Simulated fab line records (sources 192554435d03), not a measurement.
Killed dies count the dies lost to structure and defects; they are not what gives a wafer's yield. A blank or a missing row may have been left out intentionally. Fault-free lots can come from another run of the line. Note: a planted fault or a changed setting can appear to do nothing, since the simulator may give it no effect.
Matching of chambers :: flow n5_finfet :: 4 sister chambers for N5_FIN_CUT_DESCUM_13 on rie_diel-01
The step chemistry O2, time 7 s. 16 wafers are shown with their chamber, then 8 later ones without.

WAFERS WITH THEIR CHAMBER
wafer: L075.1
chamber: 2
drypump_motor_current_A (A): 6.0
showerhead_plenum_p_Torr (Torr): 2.11
throttle_valve_pct (%): 20.20

wafer: L075.3
chamber: 1
drypump_motor_current_A (A): 4.9
showerhead_plenum_p_Torr (Torr): 2.16
throttle_valve_pct (%): 20.25

wafer: L075.5
chamber: 1
drypump_motor_current_A (A): 4.8
showerhead_plenum_p_Torr (Torr): 2.16
throttle_valve_pct (%): 20.27

wafer: L077.2
chamber: 1
drypump_motor_current_A (A): 4.8
showerhead_plenum_p_Torr (Torr): 2.16
throttle_valve_pct (%): 20.27

wafer: L077.3
chamber: 3
drypump_motor_current_A (A): 5.9
showerhead_plenum_p_Torr (Torr): 2.03
throttle_valve_pct (%): 20.63

wafer: L077.6
chamber: 2
drypump_motor_current_A (A): 6.0
showerhead_plenum_p_Torr (Torr): 2.11
throttle_valve_pct (%): 20.25

wafer: L080.1
chamber: 0
drypump_motor_current_A (A): 5.2
showerhead_plenum_p_Torr (Torr): 2.11
throttle_valve_pct (%): 20.68

wafer: L080.4
chamber: 3
drypump_motor_current_A (A): 5.9
showerhead_plenum_p_Torr (Torr): 2.03
throttle_valve_pct (%): 20.64

wafer: L080.5
chamber: 1
drypump_motor_current_A (A): 4.8
showerhead_plenum_p_Torr (Torr): 2.16
throttle_valve_pct (%): 20.26

wafer: L085.3
chamber: 2
drypump_motor_current_A (A): 6.0
showerhead_plenum_p_Torr (Torr): 2.10
throttle_valve_pct (%): 20.24

wafer: L085.5
chamber: 3
drypump_motor_current_A (A): 5.9
showerhead_plenum_p_Torr (Torr): 2.02
throttle_valve_pct (%): 20.66

wafer: L085.6
chamber: 0
drypump_motor_current_A (A): 5.2
showerhead_plenum_p_Torr (Torr): 2.10
throttle_valve_pct (%): 20.71

wafer: L087.3
chamber: 2
drypump_motor_current_A (A): 6.0
showerhead_plenum_p_Torr (Torr): 2.10
throttle_valve_pct (%): 20.26

wafer: L087.4
chamber: 0
drypump_motor_current_A (A): 5.2
showerhead_plenum_p_Torr (Torr): 2.10
throttle_valve_pct (%): 20.73

wafer: L087.5
chamber: 1
drypump_motor_current_A (A): 4.8
showerhead_plenum_p_Torr (Torr): 2.16
throttle_valve_pct (%): 20.30

wafer: L090.1
chamber: 3
drypump_motor_current_A (A): 5.9
showerhead_plenum_p_Torr (Torr): 2.02
throttle_valve_pct (%): 20.69

SIGNATURES, as means of the wafers listed above
reading: drypump_motor_current_A
chamber 0: 5.200
chamber 1: 4.820
chamber 2: 6.000
chamber 3: 5.900
scatter within a chamber: 0.0258

reading: showerhead_plenum_p_Torr
chamber 0: 2.1033
chamber 1: 2.1600
chamber 2: 2.1050
chamber 3: 2.0250
scatter within a chamber: 0.00471

reading: throttle_valve_pct
chamber 0: 20.7067
chamber 1: 20.2700
chamber 2: 20.2375
chamber 3: 20.6550
scatter within a chamber: 0.0239
Rule: for a wafer and a chamber, the distance is found by dividing, reading by reading, the gap between the wafer's reading and the chamber's mean by the reading's scatter, squaring, summing and taking the root. The wafer belongs to the nearest chamber; if the next one is less than 2 further off, it can't be placed. How the scatter is found: for the shown wafers, subtract from each reading the mean of its chamber, square and add these, divide the total by (wafers less chambers), then take the root.

WAFERS WITHOUT THEIR CHAMBER
wafer: L090.3
drypump_motor_current_A (A): 5.2
showerhead_plenum_p_Torr (Torr): 2.10
throttle_valve_pct (%): 20.72

wafer: L090.5
drypump_motor_current_A (A): 6.0
showerhead_plenum_p_Torr (Torr): 2.10
throttle_valve_pct (%): 20.26

wafer: L092.1
drypump_motor_current_A (A): 6.0
showerhead_plenum_p_Torr (Torr): 2.10
throttle_valve_pct (%): 20.26

wafer: L092.2
drypump_motor_current_A (A): 5.9
showerhead_plenum_p_Torr (Torr): 2.02
throttle_valve_pct (%): 20.69

wafer: L092.3
drypump_motor_current_A (A): 4.8
showerhead_plenum_p_Torr (Torr): 2.15
throttle_valve_pct (%): 20.31

wafer: L096.1
drypump_motor_current_A (A): 5.9
showerhead_plenum_p_Torr (Torr): 2.02
throttle_valve_pct (%): 20.70

wafer: L096.4
drypump_motor_current_A (A): 4.9
showerhead_plenum_p_Torr (Torr): 2.15
throttle_valve_pct (%): 20.30

wafer: L096.5
drypump_motor_current_A (A): 6.0
showerhead_plenum_p_Torr (Torr): 2.10
throttle_valve_pct (%): 20.27

WHICH CHAMBER EACH WENT THROUGH
wafer: L090.3
from the rows above: 0
in truth: 0

wafer: L090.5
from the rows above: 2
in truth: 2

wafer: L092.1
from the rows above: 2
in truth: 2

wafer: L092.2
from the rows above: 3
in truth: 3

wafer: L092.3
from the rows above: 1
in truth: 1

wafer: L096.1
from the rows above: 3
in truth: 3

wafer: L096.4
from the rows above: 1
in truth: 1

wafer: L096.5
from the rows above: 2
in truth: 2
8 of 8 placed correctly. From these rows, 0 cannot be placed. Wrongly placed: 0.
